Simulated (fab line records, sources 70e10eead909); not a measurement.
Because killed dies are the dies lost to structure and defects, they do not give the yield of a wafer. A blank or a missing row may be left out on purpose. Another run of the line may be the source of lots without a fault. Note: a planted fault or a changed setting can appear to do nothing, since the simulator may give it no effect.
Comparing a struck lot with a sound one	flow nand harc	15 out of 1302 route steps
Sound: the wafers L202.3, L202.4, L202.5. Struck: wafer L194.4. The cause comes at the end.
At each step with rows: each side's tool, then ch and its chambers, then its first start. Under that, the readings that differ: sound wafers	struck wafers	difference of the means	sigmas: that difference in standard deviations of wafers without a fault.
alike: words and numbers the same on both sides, and readings whose means are apart by under 2 such deviations; not compared: readings that were withheld, readings missing a value for some wafer, numbers with overlapping values and no deviation given by the record, and bounds like >300 which may hide the same value.
Wherever a step has rows on one side only, a row that says differs or no value, or a row with sigmas, the two part there. When numbers do not overlap yet have no deviation, they are printed without sigmas and do not part them. A reading that every wafer of one side lacks parts them only if that side has two wafers or more.

NHARC_A_DECK1_JOINT_ETCHBACK_07: etches the open film in HBr, target depth 105 nm, time 26.9 s.
  sound on rie si-06 ch 1,2, day 20 01:56; struck on rie si-01 ch 1, day 16 03:07
reading	sound	struck	difference	sigmas
throttle valve pct (%)	23.272 23.276 23.265	23.249	-0.022	-3
  alike: drypump motor current A, oes product au, run length s
  not compared: rf hours counter h
then, 8 steps without rows for these wafers: NHARC_A_DECK1_JOINT_ETCH_25 (etches SiO2 in dHF, target depth 0.5 nm); NHARC_A_DECK1_JOINT_ETCH_19 (etches poly-Si in TMAH, target depth 3 nm); NHARC_A_DECK1_JOINT_ETCH_18 (etches SiO2 in dHF, target depth 3 nm); NHARC_A_DECK1_JOINT_WET_08 (chemistry H3PO4, time 86 s); NHARC_A_DECK1_JOINT_ETCH_09 (etches SiO2 in dHF, target depth 5 nm); NHARC_A_DECK1_JOINT_WET_10 (chemistry H3PO4, time 86 s); NHARC_A_DECK1_JOINT_ETCH_11 (etches SiO2 in dHF, target depth 35 nm); NHARC_A_DECK1_JOINT_CVD_12 (deposits poly-Si, target thk 90 nm, time 1800 s).
NHARC_A_DECK1_JOINT_CMP_13: polishes, target thk 51.023 nm.
  sound on cmp-01 ch 0,1,2, day 20 12:11; struck on cmp-02 ch 1, day 16 13:27
  alike: motor current A, time to endpoint s
NHARC_A_DECK1_JOINT_THK_MEAS_14: measures by ellipsometry.
  sound on film metro-02, day 20 12:24; struck on film metro-02, day 16 13:40
  alike: thk nm
after that, 1 step had no rows for these wafers: NHARC_A_DECK1_JOINT_SRD_04.
NHARC_A_DECK1_JOINT_ETCHBACK_00: etches the open film in HBr, target depth 30 nm, time 17.4 s.
  sound on rie si-01 ch 0,1,2, day 20 12:33; struck on rie si-06 ch 0, day 16 13:49
reading	sound	struck	difference	sigmas
drypump motor current A (A)	5.7 6.3 6.2	5.4	-0.7	-2
oes product au (a.u.)	0.979 0.980 0.991	1.003	+0.020	+2
run length s (s)	38.5 38.1 38.9	42.4	+3.9	+8
  alike: throttle valve pct
  not compared: rf hours counter h
then, 1 step without rows for these wafers: NHARC_A_DECK1_JOINT_PRECLEAN_30 (cleans in SC1).
-- the record jumps here: 13 days lie between the struck wafers' starts before and after (it left off in module A_DECK1_JOINT and takes up again in module END, whose first step shown is number 1302 of the route) --
NHARC_END_SORT_01:
  sound on prober-01 ch 0, day 33 05:03; struck on prober-01 ch 0, day 29 21:37
reading	sound	struck	difference	sigmas
killed short	2 1 1	5	+4	+2
  alike: killed at array, killed at other, killed at periphery, killed dies, killed open

WHERE THEY PART
Earliest at NHARC_A_DECK1_JOINT_ETCHBACK_07; latest, in this record, at NHARC_END_SORT_01.

WHY: what had been put in by the simulator
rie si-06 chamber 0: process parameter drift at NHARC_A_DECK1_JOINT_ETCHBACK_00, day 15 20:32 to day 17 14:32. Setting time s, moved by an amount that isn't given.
